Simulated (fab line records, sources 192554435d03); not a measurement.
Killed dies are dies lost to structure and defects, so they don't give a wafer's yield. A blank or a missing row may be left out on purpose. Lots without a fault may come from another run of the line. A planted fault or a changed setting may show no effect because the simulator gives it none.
Split-lot experiment | flow n5_finfet | 7 lots, 39 wafers read, on a route of 1938 steps

THE SPLIT
At N5_BEOL_M15_ETCH_59 (etches BARC in N2/H2, target depth 89 nm, overetch 26.7 nm, time 67.9 s), the setting time_s was moved away from the recipe's 67.9 s on 15 of the 39 wafers read, by -59.6% to +41.3%. The other wafers ran this setting at the recipe's value.

FROM THE SPLIT TO THE READING: what the file shows between them, 4 steps
- N5_BEOL_M15_VIA_ETCH_16: etches SiO2 in C4F8/O2/Ar, target depth 1792.2 nm
- N5_BEOL_M15_STRIP_63: strips in O2
- N5_BEOL_M15_STRIP_65: strips in post etch residue remover, time 60 s
- N5_BEOL_M15_SRD_66: time 30 s, dry time 30 s

THE READING
cd_nm, in nm, at N5_BEOL_M15_CD_MEAS_17 (target cd 360 nm). Fault-free wafers of this fab line usually give 360.6 nm, standard deviation 1.3 nm.

wafer  | tool, chamber at the split | time_s as run, s | against the recipe | cd_nm, nm | against lot-mates on the recipe
L082.1 | rie_diel-01, 1             | 86.48            | +27.4%             | 363.4     | +3.6
L082.2 | rie_diel-01, 2             | 67.9             | recipe             | 359.5     | -
L082.3 | rie_diel-01, 0             | 67.9             | recipe             | 360.3     | -
L082.4 | rie_diel-01, 3             | 86.48            | +27.4%             | 364.5     | +4.7
L082.5 | rie_diel-01, 1             | 86.48            | +27.4%             | 364.3     | +4.5
L082.6 | rie_diel-01, 2             | 67.9             | recipe             | 359.7     | -
L086.1 | rie_diel-04, 0             | 67.9             | recipe             | 360.7     | -
L086.2 | rie_diel-04, 1             | 67.9             | recipe             | 359.0     | -
L086.3 | rie_diel-04, 3             | 67.9             | recipe             | 359.6     | -
L086.4 | rie_diel-04, 2             | 50.54            | -25.6%             | 356.5     | -3.3
L086.5 | rie_diel-04, 1             | 50.54            | -25.6%             | 355.7     | -4.1
L086.6 | rie_diel-04, 2             | 50.54            | -25.6%             | 356.5     | -3.3
L084.1 | rie_diel-06, 0             | 67.9             | recipe             | 359.9     | -
L084.2 | rie_diel-06, 1             | 67.9             | recipe             | 359.1     | -
L084.3 | rie_diel-06, 2             | 67.9             | recipe             | 359.8     | -
L084.4 | rie_diel-06, 0             | 67.9             | recipe             | 359.4     | -
L084.5 | rie_diel-06, 2             | 67.9             | recipe             | 359.4     | -
L084.6 | rie_diel-06, 1             | 67.9             | recipe             | 360.1     | -
L087.1 | rie_diel-06, 0             | 95.93            | +41.3%             | 366.0     | +4.4
L087.2 | rie_diel-06, 2             | 67.9             | recipe             | 361.6     | -
L087.3 | rie_diel-06, 3             | 67.9             | recipe             | 360.7     | -
L087.4 | rie_diel-06, 0             | 95.93            | +41.3%             | 366.9     | +5.3
L087.5 | rie_diel-06, 3             | 95.93            | +41.3%             | 365.3     | +3.7
L087.6 | rie_diel-06, 2             | 67.9             | recipe             | 362.5     | -
L093.1 | rie_diel-04, 2             | 67.9             | recipe             | 361.2     | -
L093.2 | rie_diel-04, 1             | 67.9             | recipe             | 360.8     | -
L093.3 | rie_diel-04, 0             | 27.44            | -59.6%             | 354.0     | -6.7
L093.4 | rie_diel-04, 3             | 67.9             | recipe             | 360.2     | -
L093.5 | rie_diel-04, 0             | 27.44            | -59.6%             | 353.4     | -7.3
L093.6 | rie_diel-04, 3             | 27.44            | -59.6%             | 352.4     | -8.3
L091.1 | rie_diel-06, 3             | 67.9             | recipe             | 362.7     | -
L091.2 | rie_diel-06, 0             | 67.9             | recipe             | 362.7     | -
L091.3 | rie_diel-06, 2             | 43.91            | -35.3%             | 357.1     | -6.1
L091.4 | rie_diel-06, 1             | 43.91            | -35.3%             | 359.5     | -3.7
L091.5 | rie_diel-06, 2             | 43.91            | -35.3%             | 358.9     | -4.3
L091.6 | rie_diel-06, 1             | 67.9             | recipe             | 364.1     | -
L094.3 | rie_diel-06, 1             | 67.9             | recipe             | 360.3     | -
L094.5 | rie_diel-06, 3             | 67.9             | recipe             | 360.7     | -
L094.6 | rie_diel-06, 2             | 67.9             | recipe             | 359.3     | -

THE FIT
A straight line over all 39 wafers: cd_nm changes by +0.12 nm for each +1% of time_s; r = +0.91; the points scatter about the line by 1.3 nm.
The same after taking each lot's own level away (the mean of its wafers on the recipe; 39 wafers): +0.126 nm for each +1%; r = +0.98; scatter 0.69 nm.
On that fit, the largest move of time_s shifts the reading by 7.5 nm.
The lots' own levels span 359.62 to 363.17 nm, that is 2.7 times the standard deviation above.
So the lot-to-lot level changes the slope little: the two slopes agree.
Check: with one of the wafers moved furthest among these (-59.6%) left out of the fit, the line predicts -7.72 nm for it against its lot-mates. It came out at -6.73 nm against them.

OTHER SPLITS ON THESE WAFERS
These wafers also went through other splits before the reading. Each is held against what the fit with the lots' levels taken away leaves over:
other split on the same wafers      | wafers away from the commonest value | r with cd_nm (lot level and that fit taken away)
N5_BEOL_M8_HM_DEP_02 target_thk_a   | 18                                   | +0.00
N5_BEOL_M11_ILD_DEP_00 target_thk_a | 18                                   | -0.19

THE WHOLE CHAIN: every reading that the file lists as answering this split, in the file's order
step                   | what it does                                                            | reading                                                                          | change (the file's fit)                                                              | r (the file's)
N5_BEOL_M15_ETCH_59    | etches BARC in N2/H2, target depth 89 nm, overetch 26.7 nm, time 67.9 s | etch.depth_nm (the simulator's own value, which no gauge read)                   | not straight: 46.98 at the lowest setting, 88.77 at the recipe, 88.94 at the highest | not given
N5_BEOL_M15_ETCH_59    | etches BARC in N2/H2, target depth 89 nm, overetch 26.7 nm, time 67.9 s | coat_of_BEOL_M15_COAT_04.thk_nm (the simulator's own value, which no gauge read) | -0.633 nm for each +1% of the setting                                                | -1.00
N5_BEOL_M15_CD_MEAS_17 | target cd 360 nm                                                        | cd_nm                                                                            | +0.127 nm for each +1% of the setting                                                | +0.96

THE FILE'S OWN FIT
cd_nm changes by +0.127 nm for each +1% of time_s, r = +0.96.
